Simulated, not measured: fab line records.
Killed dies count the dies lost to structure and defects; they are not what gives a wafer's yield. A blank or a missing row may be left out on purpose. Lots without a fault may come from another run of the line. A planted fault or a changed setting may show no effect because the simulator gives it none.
What tool caused it?	flow nand_harc	Sampling: 15 lots, 45 wafers, 6 of 1302 route steps

== WHAT THE GAUGES SHOWED, per wafer ==
NHARC_P_M1_INSPECT_11. Usual: 5 for raw_defect_count, sd 3.1.
lot	measured	on	raw_defect_count	flag
L897	day 6 13:50	defect_inspect-01	3 5 7	
L900	day 8 00:37	defect_inspect-01	1 5 5	
L901	day 8 09:49	defect_inspect-01	9 2 7	
L902	day 8 19:17	defect_inspect-01	4 6 6	
L903	day 8 23:32	defect_inspect-01	8 5 4	
L904	day 9 13:14	defect_inspect-02	17 11 9	
L906	day 10 09:07	defect_inspect-01	5 8 6	
L907	day 10 15:53	defect_inspect-01	6 5 1	
L908	day 11 15:14	defect_inspect-02	3 3 3	
L909	day 12 07:14	defect_inspect-02	7 5 4	
L910	day 12 08:02	defect_inspect-01	7 4 5	
L914	day 14 02:45	defect_inspect-02	3 7 1	
L915	day 14 09:11	defect_inspect-02	4 0 5	
L917	day 15 00:44	defect_inspect-01	2 3 5	
L919	day 15 15:11	defect_inspect-01	4 3 2	

NHARC_P_M1_THK_MEAS_24: measures by xrf. Usual: 157.2 nm for thk_nm, sd 1.8.
lot	measured	on	thk_nm (nm)	flag
L897	day 6 16:22	film_metro-02	158.3 156.6 156.6	
L900	day 8 03:13	film_metro-02	159.0 158.5 158.3	
L901	day 8 12:29	film_metro-02	158.3 159.4 156.8	
L902	day 8 21:46	film_metro-02	158.1 159.2 155.0	
L903	day 9 02:19	film_metro-01	158.6 158.6 154.8	
L904	day 9 15:45	film_metro-01	156.0 155.2 159.9	
L906	day 10 11:37	film_metro-02	157.3 158.9 156.2	
L907	day 10 18:24	film_metro-02	161.2 157.8 156.2	
L908	day 11 17:43	film_metro-01	27.7 30.3 30.9	OFF
L909	day 12 09:49	film_metro-01	30.7 27.0 28.3	OFF
L910	day 12 10:33	film_metro-01	28.6 32.8 28.6	OFF
L914	day 14 05:15	film_metro-01	159.3 155.8 158.2	
L915	day 14 11:46	film_metro-02	158.7 158.1 159.0	
L917	day 15 03:13	film_metro-02	155.7 159.7 159.2	
L919	day 15 17:40	film_metro-02	156.0 160.2 156.3	

NHARC_P_M1_INSPECT_27. Usual: 306 for raw_defect_count, sd 100.
lot	measured	on	raw_defect_count	flag
L897	day 6 16:32	defect_inspect-01	443 220 234	
L900	day 8 03:22	defect_inspect-01	421 366 461	
L901	day 8 12:39	defect_inspect-02	315 193 394	
L902	day 8 21:55	defect_inspect-01	289 604 216	
L903	day 9 02:29	defect_inspect-01	283 219 183	
L904	day 9 15:55	defect_inspect-02	301 177 231	
L906	day 10 11:46	defect_inspect-01	358 343 366	
L907	day 10 18:34	defect_inspect-02	192 179 247	
L908	day 11 17:52	defect_inspect-01	215 285 166	
L909	day 12 09:58	defect_inspect-01	337 449 234	
L910	day 12 10:42	defect_inspect-02	179 197 222	
L914	day 14 05:24	defect_inspect-01	256 284 198	
L915	day 14 11:55	defect_inspect-02	259 459 319	
L917	day 15 03:22	defect_inspect-02	343 383 320	
L919	day 15 17:49	defect_inspect-02	357 291 295	

== WHAT TOOL EACH LOT RAN ON (gives the tool, then ch and the chambers of the sampled wafers, and finally the start) ==
lot	NHARC_P_M1_ETCH_28	NHARC_P_M1_ECD_22	NHARC_P_M1_CMP_23
L897	rie_diel-03 ch 1,3, day 6 15:20 or earlier	ecd_cu-02 ch 1, day 6 15:20	cmp-04 ch 1,2,3, day 6 16:04
L900	rie_diel-06 ch 0,2, day 8 02:13 or earlier	ecd_cu-02 ch 0,1, day 8 02:13	cmp-04 ch 0,1,2, day 8 02:55
L901	rie_diel-06 ch 0,1, day 8 10:39	ecd_cu-01 ch 0,1, day 8 11:27	cmp-03 ch 1,2,3, day 8 12:10
L902	rie_diel-03 ch 1,2,3, day 8 20:43 or earlier	ecd_cu-02 ch 0,1, day 8 20:43	cmp-02 ch 0,1,3, day 8 21:29
L903	rie_diel-12 ch 1,2,3, day 9 00:58 or earlier	ecd_cu-02 ch 0,1, day 9 00:58	cmp-04 ch 1,2,3, day 9 02:02
L904	rie_diel-06 ch 0,2,3, day 9 14:49 or earlier	ecd_cu-01 ch 0,1, day 9 14:49	cmp-04 ch 2,3, day 9 15:28
L906	rie_diel-03 ch 2,3, day 10 10:34 or earlier	ecd_cu-01 ch 0,1, day 10 10:34	cmp-02 ch 0,1,3, day 10 11:21
L907	rie_diel-06 ch 1,2, day 10 17:26 or earlier	ecd_cu-02 ch 0,1, day 10 17:26	cmp-04 ch 0,2,3, day 10 18:08
L908	rie_diel-06 ch 2,3, day 11 16:40 or earlier	ecd_cu-02 ch 0,1, day 11 16:40	cmp-03 ch 0,1, day 11 17:25
L909	rie_diel-03 ch 0,1, day 12 08:49 or earlier	ecd_cu-02 ch 0,1, day 12 08:49	cmp-03 ch 0,3, day 12 09:32
L910	rie_diel-06 ch 0,2,3, day 12 09:34 or earlier	ecd_cu-02 ch 0,1, day 12 09:34	cmp-04 ch 0,1,3, day 12 10:16
L914	rie_diel-03 ch 0,1,2, day 14 04:11 or earlier	ecd_cu-02 ch 0,1, day 14 04:11	cmp-02 ch 0,2,3, day 14 04:56
L915	rie_diel-06 ch 0,1,3, day 14 10:46 or earlier	ecd_cu-02 ch 0,1, day 14 10:46	cmp-04 ch 0,1,2, day 14 11:29
L917	rie_diel-03 ch 0,2,3, day 15 02:19 or earlier	ecd_cu-02 ch 0,1, day 15 02:19	cmp-04 ch 0,1,3, day 15 02:59
L919	rie_diel-06 ch 0,1,3, day 15 16:37 or earlier	ecd_cu-02 ch 0,1, day 15 16:37	cmp-04 ch 1,2, day 15 17:20
- NHARC_P_M1_ETCH_28: etches the open film in CF4/N2, target depth 30 nm, time 72.99 s.
- NHARC_P_M1_ECD_22: material Cu, target thk 400 nm.
- NHARC_P_M1_CMP_23: polishes, t overpolish 20 s, target thk 157.82 nm.

== AS READ BY THE TOOLS THEMSELVES (means over the sampled wafers that have a number; for cases with no such wafer, the mark the record gives instead) ==
NHARC_P_M1_ETCH_28. Usual: drypump_motor_current_A 5.7 A, standard deviation 0.49; oes_product_au 0.998 a.u., standard deviation 0.012; rf_vpp_V 315.0 V, standard deviation 1.8; showerhead_plenum_p_Torr 2.67 Torr, standard deviation 0.094; throttle_valve_pct 19.795 %, standard deviation 0.0088.
lot	tool	drypump_motor_current_A (A)	oes_product_au (a.u.)	rf_vpp_V (V)	showerhead_plenum_p_Torr (Torr)	throttle_valve_pct (%)	flag
L897	rie_diel-03	5.3	1.000	315.7	2.67	19.795	
L900	rie_diel-06	6.4	0.987	312.9	2.57	19.796	
L901	rie_diel-06	5.8	1.001	316.2	2.72	19.796	
L902	rie_diel-03	5.2	1.001	315.3	2.69	19.798	
L903	rie_diel-12	5.3	1.006	313.7	2.56	19.799	
L904	rie_diel-06	6.2	0.993	313.3	2.59	19.791	
L906	rie_diel-03	5.3	1.002	315.8	2.74	19.799	
L907	rie_diel-06	6.4	0.995	314.1	2.59	19.797	
L908	rie_diel-06	6.4	0.994	313.5	2.54	19.800	
L909	rie_diel-03	5.6	1.002	315.0	2.67	19.806	
L910	rie_diel-06	6.2	0.995	313.2	2.59	19.790	
L914	rie_diel-03	5.4	1.002	315.0	2.69	19.799	
L915	rie_diel-06	5.8	0.985	315.0	2.67	19.789	
L917	rie_diel-03	5.5	1.000	316.4	2.74	19.796	
L919	rie_diel-06	5.8	0.979	314.8	2.67	19.778	

NHARC_P_M1_ECD_22. Usual: bath_heat_duty_pct 5.7 %, standard deviation 0.92; bath_temp_c 25.01 C, standard deviation 0.11.
lot	tool	bath_heat_duty_pct (%)	bath_temp_c (C)	flag
L897	ecd_cu-02	7.2	24.98	
L900	ecd_cu-02	5.4	25.07	
L901	ecd_cu-01	5.4	25.04	
L902	ecd_cu-02	6.2	25.05	
L903	ecd_cu-02	5.3	24.96	
L904	ecd_cu-01	5.6	25.08	
L906	ecd_cu-01	5.1	25.04	
L907	ecd_cu-02	5.6	25.02	
L908	ecd_cu-02	-	-	OFF
L909	ecd_cu-02	-	-	OFF
L910	ecd_cu-02	-	-	OFF
L914	ecd_cu-02	5.6	25.02	
L915	ecd_cu-02	6.3	25.05	
L917	ecd_cu-02	5.6	25.14	
L919	ecd_cu-02	6.0	25.07	

NHARC_P_M1_CMP_23. Usual: motor_current_A 11.4 A, standard deviation 1; time_to_endpoint_s 27 s, standard deviation 3.6.
lot	tool	motor_current_A (A)	time_to_endpoint_s (s)	flag
L897	cmp-04	11.8	26	
L900	cmp-04	11.2	30	
L901	cmp-03	11.0	26	
L902	cmp-02	12.1	28	
L903	cmp-04	11.6	25	
L904	cmp-04	11.6	25	
L906	cmp-02	12.3	29	
L907	cmp-04	11.0	27	
L908	cmp-03	11.7	0	OFF
L909	cmp-03	11.2	4	OFF
L910	cmp-04	11.2	3	OFF
L914	cmp-02	11.5	27	
L915	cmp-04	10.9	27	
L917	cmp-04	11.0	27	
L919	cmp-04	11.6	31	

== THE ANSWER, worked out from the rows above alone ==
Rule: a lot counts as off when the mean over its wafers that have a number is more than 3 standard deviations away from the usual mean. A lot without any number at a reading at which 4 lots or more have one is off too. The other lots that the step has rows for count as sound. The gauges are gone through in route order, then the tools' own readings, and for those a lot's mean is taken as printed above. At the first step where some lot is off, the reading lying furthest off is the one used; lots without a number count as furthest.
Off: L908, L909, L910 (NHARC_P_M1_THK_MEAS_24, thk_nm).
A tool fits if, at a process step before that reading, it ran every lot that is off, and no sound lot after the first of them. The gauges at NHARC_P_M1_THK_MEAS_24 aren't tried: what is off there is off at NHARC_P_M1_ECD_22 too, on other tools, and a gauge's error can't cause that. Because NHARC_P_M1_ETCH_28 lacks a start for some lots, the hours and order of its lots are taken from NHARC_P_M1_ECD_22. No candidate that was tried fits.

== WHAT HAD BEEN PUT IN BY THE SIMULATOR ==
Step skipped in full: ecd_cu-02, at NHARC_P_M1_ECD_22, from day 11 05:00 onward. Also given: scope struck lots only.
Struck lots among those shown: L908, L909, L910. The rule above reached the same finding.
